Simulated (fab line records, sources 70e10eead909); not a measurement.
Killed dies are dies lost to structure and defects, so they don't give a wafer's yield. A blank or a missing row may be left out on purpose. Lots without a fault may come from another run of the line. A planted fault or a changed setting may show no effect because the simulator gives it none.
Chamber matching | flow nand_harc | NHARC_A_CHANNEL_FILL_D1_ALD_25 on ald_hk-02: 4 sister chambers
The step deposits SiOx, target thk 60 nm, pulse time 10 s, ald cycles 600. 16 wafers are shown with their chamber, then 8 later ones without.

WAFERS WITH THEIR CHAMBER
wafer  | chamber | heater_power_w (W) | precursor_pulse_height_rel
L410.4 | 0       | 424                | 0.979
L410.3 | 3       | 468                | 1.002
L410.5 | 0       | 439                | 1.002
L406.1 | 3       | 452                | 0.980
L406.2 | 1       | 354                | 1.020
L406.3 | 2       | 486                | 0.993
L411.3 | 1       | 366                | 1.007
L411.1 | 0       | 427                | 1.008
L411.5 | 2       | 479                | 0.995
L417.3 | 2       | 481                | 1.013
L417.1 | 1       | 357                | 0.988
L417.5 | 3       | 465                | 0.983
L418.1 | 2       | 469                | 1.010
L418.4 | 3       | 475                | 0.962
L418.6 | 1       | 330                | 1.023
L420.1 | 2       | 474                | 0.994

SIGNATURES (means of the wafers above)
reading                    | chamber 0 | chamber 1 | chamber 2 | chamber 3 | scatter within a chamber
heater_power_w             | 430.00    | 351.75    | 477.80    | 465.00    | 10.3
precursor_pulse_height_rel | 0.99633   | 1.00950   | 1.00100   | 0.98175   | 0.0142
Rule: a wafer's distance from a chamber is the root of the sum, over the readings, of the square of ((its reading less the chamber's mean) divided by the reading's scatter). The wafer belongs to the nearest chamber; if the next one is less than 2 further off, it can't be placed. The scatter: the root of (the sum of the squares of (reading less its chamber's mean) over the shown wafers, divided by (wafers less chambers)).

WAFERS WITHOUT THEIR CHAMBER
wafer  | heater_power_w (W) | precursor_pulse_height_rel
L420.4 | 320                | 1.012
L420.5 | 479                | 0.992
L422.2 | 420                | 1.029
L422.4 | 473                | 0.999
L422.6 | 472                | 0.987
L427.1 | 335                | 0.990
L427.3 | 479                | 1.032
L427.5 | 421                | 1.001

WHICH CHAMBER EACH WENT THROUGH
wafer  | from the rows above     | in truth
L420.4 | 1                       | 1
L420.5 | can't be placed: 2 or 3 | 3
L422.2 | 0                       | 0
L422.4 | can't be placed: 2 or 3 | 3
L422.6 | can't be placed: 3 or 2 | 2
L427.1 | 1                       | 1
L427.3 | can't be placed: 2 or 3 | 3
L427.5 | 0                       | 0
Placed correctly: 4 of 8. Can't be placed from these rows: 4 (the true chamber is among the candidates in 4). Placed wrongly: 0.
